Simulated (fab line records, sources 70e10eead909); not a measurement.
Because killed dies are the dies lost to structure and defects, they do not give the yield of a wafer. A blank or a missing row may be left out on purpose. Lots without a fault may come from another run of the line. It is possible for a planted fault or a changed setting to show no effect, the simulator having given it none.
Matching of chambers    flow nand-harc    cmp-02 running NHARC_A_BONDPAD_CMP_19: 4 sister chambers
The step polishes, t overpolish 30 s, cu recess touch 16 s, target thk 169.82 nm. 8 wafers are shown with their chamber, then 8 later ones without.

EACH WAFER AND ITS CHAMBER
wafer   chamber  motor-current-A (A)  overpolish-run-s (s)
L379.2  1        12.3                 29.994
L385.2  3        11.0                 30.010
L385.3  0        13.2                 29.997
L385.6  3        10.9                 29.992
L386.1  0        12.4                 30.011
L386.4  1        12.1                 30.001
L386.6  2        13.3                 29.988
L389.4  2        12.8                 30.000

WAFERS WITHOUT THEIR CHAMBER
wafer   motor-current-A (A)  overpolish-run-s (s)
L389.5  12.6                 30.002
L389.6  11.3                 29.999
L391.1  13.2                 30.008
L391.4  12.1                 29.999
L391.5  11.6                 29.998
L392.1  12.9                 29.995
L392.3  12.9                 30.001
L392.5  11.5                 30.018

EACH ONE'S CHAMBER
wafer   from the rows above           in truth
L389.5  can't be placed: 0 or 1 or 2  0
L389.6  can't be placed: 3 or 1       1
L391.1  can't be placed: 0 or 2 or 1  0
L391.4  can't be placed: 1 or 0       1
L391.5  can't be placed: 1 or 3 or 0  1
L392.1  can't be placed: 2 or 0 or 1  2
L392.3  can't be placed: 0 or 2 or 1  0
L392.5  can't be placed: 3 or 1 or 0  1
Correctly placed: 0 of 8. Can't be placed from these rows: 8 (the true chamber is among the candidates in 8). 0 placed wrongly.
How it was worked out, from the rows above alone: a wafer's distance from a chamber is the root of the sum, over the readings, of the square of ((its reading less the chamber's mean) divided by the reading's scatter). If the next closest chamber is less than 2 further off than the closest, the wafer can't be placed; otherwise it belongs to the closest. A chamber's mean is the mean of its shown wafers. The scatter is the square root of a quotient: the sum, over the shown wafers, of each reading's squared deviation from its chamber's mean, divided by wafers minus chambers.
